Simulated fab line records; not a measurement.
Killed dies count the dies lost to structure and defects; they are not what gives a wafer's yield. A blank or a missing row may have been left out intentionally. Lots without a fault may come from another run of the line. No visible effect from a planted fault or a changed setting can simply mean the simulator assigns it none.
Which tool was responsible? | flow n5-finfet | 11 lots, 32 wafers sampled, at 4 steps of a route of 1938

== WHAT EACH GAUGE READ, for each wafer ==
N5_BEOL_M4_INSPECT_59: inspects for defects (darkfield).
lot  | measured     | on                | raw-defect-count
L180 | day 8 11:52  | defect-inspect-02 | 67 40 57
L181 | day 8 17:14  | defect-inspect-02 | 188 77 84
L183 | day 8 19:05  | defect-inspect-01 | 97 78 53
L184 | day 9 17:56  | defect-inspect-02 | 79 36
L187 | day 10 07:32 | defect-inspect-02 | 43 47 73
L193 | day 11 06:29 | defect-inspect-01 | 130 52 70
L194 | day 11 16:33 | defect-inspect-02 | 105 81 76
L195 | day 11 23:54 | defect-inspect-01 | 41 56 75
L198 | day 12 19:55 | defect-inspect-01 | 93 59 64
L201 | day 13 23:52 | defect-inspect-01 | 50 35 41
L203 | day 13 23:19 | defect-inspect-02 | 93 69 60

== EACH LOT AND THE TOOL THAT RAN IT (in order: tool; ch and the chambers of the sampled wafers; start) ==
lot  | N5_BEOL_M2_HM_DEP_02         | N5_BEOL_M4_ANNEAL_82         | N5_BEOL_M4_ANNEAL_89
L180 | pvd-sputter-03, day 6 11:28  | pvd-sputter-01, day 8 09:33  | pvd-sputter-01, day 8 09:59
L181 | pvd-sputter-02, day 6 18:43  | pvd-sputter-02, day 8 14:25  | pvd-sputter-02, day 8 14:52
L183 | pvd-sputter-01, day 7 06:00  | pvd-sputter-01, day 8 16:30  | pvd-sputter-01, day 8 16:56
L184 | pvd-sputter-01, day 7 12:19  | pvd-sputter-03, day 9 15:20  | pvd-sputter-03, day 9 15:47
L187 | pvd-sputter-01, day 8 21:43  | pvd-sputter-02, day 10 05:14 | pvd-sputter-02, day 10 05:40
L193 | pvd-sputter-02, day 9 17:29  | pvd-sputter-03, day 11 04:02 | pvd-sputter-03, day 11 04:28
L194 | pvd-sputter-03, day 10 01:19 | pvd-sputter-02, day 11 14:14 | pvd-sputter-02, day 11 14:40
L195 | pvd-sputter-03, day 10 10:13 | pvd-sputter-02, day 11 21:34 | pvd-sputter-02, day 11 22:01
L198 | pvd-sputter-03, day 11 01:24 | pvd-sputter-01, day 12 17:36 | pvd-sputter-01, day 12 18:02
L201 | pvd-sputter-03, day 12 06:43 | pvd-sputter-03, day 13 21:15 | pvd-sputter-03, day 13 21:41
L203 | pvd-sputter-02, day 12 11:02 | pvd-sputter-02, day 13 21:01 | pvd-sputter-02, day 13 21:27
- N5_BEOL_M2_HM_DEP_02: deposits TiN, target thk 20 nm.
- N5_BEOL_M4_ANNEAL_82: time 240 s.
- N5_BEOL_M4_ANNEAL_89: time 240 s.

== THE ANSWER, worked out from the rows above alone ==
Rule: usual is defined by the lots themselves. The widest of any qualifying gaps counts: lots, ordered by their means at a reading, are off when they make up no more than a third of the lots, leave a main group of 4 or more, and stand apart from it by 3 or more times the standard deviation of that group's means. If all means in a main group match to the digits the tables above print for the reading, that group is not used. A lot without any number at a reading at which 4 lots or more have one is off too. Where the step has rows for the other lots, those lots are counted as sound.
Nothing can be told from this: no lot is off at any reading shown.

== WHAT THE SIMULATOR PUT IN ==
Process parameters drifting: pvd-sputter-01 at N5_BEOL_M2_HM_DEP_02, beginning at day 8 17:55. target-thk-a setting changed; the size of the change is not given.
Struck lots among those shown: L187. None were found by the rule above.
